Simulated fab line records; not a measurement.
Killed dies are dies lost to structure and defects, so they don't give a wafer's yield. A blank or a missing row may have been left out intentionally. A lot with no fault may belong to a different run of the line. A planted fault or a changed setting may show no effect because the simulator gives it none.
Which tool is to blame? | flow nandHarc | 6 lots, 18 wafers sampled, at 3 steps of a route of 1159

## WHAT THE GAUGES SHOWED, per wafer
NHARC_P_GATE_CD_MEAS_46 targets a cd of 720 nm.
lot  | measured     | on       | cdNm (nm)
L109 | day 5 03:58  | cdSem-02 | 717.6 716.2 717.5
L121 | day 8 12:44  | cdSem-02 | 716.6 719.8 718.0
L126 | day 9 13:07  | cdSem-03 | 723.1 719.4 718.9
L128 | day 9 17:55  | cdSem-02 | 721.9 720.2 722.4
L129 | day 10 08:18 | cdSem-03 | 717.3 720.4 721.2
L132 | day 10 17:34 | cdSem-01 | 718.7 720.1 718.3

## EACH LOT AND THE TOOL THAT RAN IT (in order: tool; ch and the chambers of the sampled wafers; start)
lot  | NHARC_P_GATE_HM_OPEN_105                     | NHARC_P_GATE_EXPOSE_43
L109 | rieDiel-03 ch 2,3, day 5 03:48 or earlier    | krfScanner-03 ch 0, day 5 03:48
L121 | rieDiel-03 ch 0,2,3, day 8 12:34 or earlier  | krfScanner-02 ch 0, day 8 12:34
L126 | rieDiel-03 ch 0,2,3, day 9 12:58 or earlier  | krfScanner-03 ch 0, day 9 12:58
L128 | rieDiel-12 ch 1,2,3, day 9 17:46 or earlier  | krfScanner-02 ch 0, day 9 17:46
L129 | rieDiel-11 ch 0,2,3, day 10 08:08 or earlier | krfScanner-04 ch 0, day 10 08:08
L132 | rieDiel-11 ch 1,3, day 10 17:25 or earlier   | krfScanner-04 ch 0, day 10 17:25
- NHARC_P_GATE_HM_OPEN_105: chemistry O2/COS, target depth 360 nm.
- NHARC_P_GATE_EXPOSE_43: exposes mask P NSD, target cd 720 nm.

## THE ANSWER, worked out from the rows above alone
Rule: usual is defined by the lots themselves. The widest of any qualifying gaps counts: lots, ordered by their means at a reading, are off when they make up no more than a third of the lots, leave a main group of 4 or more, and stand apart from it by 3 or more times the standard deviation of that group's means. The tables above print the reading to a certain number of digits; a main group whose means all agree to those digits is not used. Also off: a lot with no number at a reading for which 4 or more lots have one. All remaining lots with rows at the step are treated as sound.
None of the lots is off at any reading shown; this tells nothing.

## WHAT WAS PUT IN BY THE SIMULATOR
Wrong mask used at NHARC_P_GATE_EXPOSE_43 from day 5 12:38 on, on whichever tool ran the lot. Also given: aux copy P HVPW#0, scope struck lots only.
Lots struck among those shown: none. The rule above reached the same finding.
